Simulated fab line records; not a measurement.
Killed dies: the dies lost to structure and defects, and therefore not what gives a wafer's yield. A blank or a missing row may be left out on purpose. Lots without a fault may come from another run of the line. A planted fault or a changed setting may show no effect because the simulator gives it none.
2 desks looking at one fault ; flow n5-finfet ; every desk sees just its own numbers, and what lay behind them comes last

AT THE METROLOGY DESK
What the gauges read, lot by lot, whatever tool the lot ran on: means of the sampled wafers that have a number. If a lot's mean is further than 4 standard deviations from the usual mean, the lot is out of limits and carries the mark OUT (the distance appears in the brackets). It has 12 readings; the 7 that lie furthest out on some lot are the ones shown.
Columns: A = DIBL_P at N5_BEOL_M4_RC_MEAS_101, usual 37.0 mV/V; B = IOFF_N at N5_BEOL_M4_RC_MEAS_101, usual 0.17 nA/um; C = IOFF_P at N5_BEOL_M4_RC_MEAS_101, usual 0.22 nA/um; D = ION_N at N5_BEOL_M4_RC_MEAS_101, usual 673 uA/um; E = ION_P at N5_BEOL_M4_RC_MEAS_101, usual 462 uA/um; F = VT_N at N5_BEOL_M4_RC_MEAS_101, usual 250 mV; G = VT_P at N5_BEOL_M4_RC_MEAS_101, usual -250 mV
lot;first seen here;A;B;C;D;E;F;G
L448;day 7 20:31;37.2;0.17;0.24;675;468;249;-247
L450;day 8 11:03;36.4;0.15;0.20;661;453;252;-253
L457;day 10 15:20;39.4;0.20;0.27;676;465;246;-248
L460;day 11 03:11;41.8;0.25;0.33;699;479;243;-242
L461;day 11 03:43;34.8;0.12;0.18;675;467;252;-253
L464;day 11 23:40;38.0;0.18;0.22;682;463;247;-251
L468;day 13 02:08;34.8;0.14;0.19;675;458;251;-252
This desk's finding: nothing out of limits on any of the 7 lots.

DESK OF THE TOOL OWNER: pecvd-02
The tool's own readings at N5_BEOL_M2_DEP_57 (deposits SiCN from 3MS/NH3, target thk 8 nm, time 14 s): means of the sampled wafers that have a number, for each lot that ran on this tool. If a lot's mean is further than 4 standard deviations from the usual mean, the lot is out of limits and carries the mark OUT (the distance appears in the brackets).
Columns: A = rf-fwd-power-W at N5_BEOL_M2_DEP_57, usual 199.5 W; B = showerhead-plenum-p-Torr at N5_BEOL_M2_DEP_57, usual 3.668 Torr; C = throttle-valve-pct at N5_BEOL_M2_DEP_57, usual 9.1 %
lot;first seen here;A;B;C
L450;day 8 11:15;199.2;3.665;8.5
L457;day 10 15:40;-;3.656;8.8
L460;day 11 03:22;201.3;3.668;8.8
L461;day 11 03:55;200.0;3.665;8.9
This desk's finding: nothing out of limits on any of the 4 lots.

PUT TOGETHER
Nothing out of limits was seen by the metrology desk.
The desk of the tool owner found nothing out of limits.

WHAT WAS PUT IN BY THE SIMULATOR
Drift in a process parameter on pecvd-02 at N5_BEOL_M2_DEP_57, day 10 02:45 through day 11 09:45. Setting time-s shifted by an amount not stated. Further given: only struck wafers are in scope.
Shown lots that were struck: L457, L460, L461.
